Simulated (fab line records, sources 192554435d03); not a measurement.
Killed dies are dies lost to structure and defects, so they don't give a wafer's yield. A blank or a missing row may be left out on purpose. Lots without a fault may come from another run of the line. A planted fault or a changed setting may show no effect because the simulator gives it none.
Chamber matching | flow n5_finfet | N5_BEOL_M5_ETCH_68 on rie_diel-05: 4 sister chambers
The step etches SOC in N2/H2, target depth 80 nm, overetch 16 nm, time 120 s. 4 wafers are shown with their chamber, then 10 later ones without.

WAFERS WITH THEIR CHAMBER
wafer  | chamber | drypump_motor_current_A (A)
L085.1 | 0       | 5.3
L085.4 | 3       | 5.1
L090.6 | 2       | 6.2
L092.5 | 1       | 5.6

WAFERS WITHOUT THEIR CHAMBER
wafer  | drypump_motor_current_A (A)
L092.6 | 6.2
L094.1 | 5.6
L094.2 | 5.2
L094.3 | 6.2
L096.1 | 5.1
L096.5 | 6.2
L096.6 | 5.1
L097.1 | 6.2
L097.3 | 5.1
L097.5 | 6.2

WHICH CHAMBER EACH WENT THROUGH
wafer  | from the rows above     | in truth
L092.6 | 2                       | 2
L094.1 | 1                       | 1
L094.2 | can't be placed: 0 or 3 | 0
L094.3 | 2                       | 2
L096.1 | 3                       | 3
L096.5 | 2                       | 2
L096.6 | 3                       | 3
L097.1 | 2                       | 2
L097.3 | 3                       | 3
L097.5 | 2                       | 2
Placed correctly: 9 of 10. Can't be placed from these rows: 1 (the true chamber is among the candidates in 1). Placed wrongly: 0.
How it was worked out, from the rows above alone: a wafer's distance from a chamber is the root of the sum, over the readings, of the square of ((its reading less the chamber's mean) divided by the reading's scatter). The wafer belongs to the nearest chamber; if the next one is less than 2 further off, it can't be placed. A chamber's mean is the mean of its shown wafers. The scatter: with one shown wafer a chamber, the root of the mean of the squares of how far each hidden wafer lies from its nearest shown one.
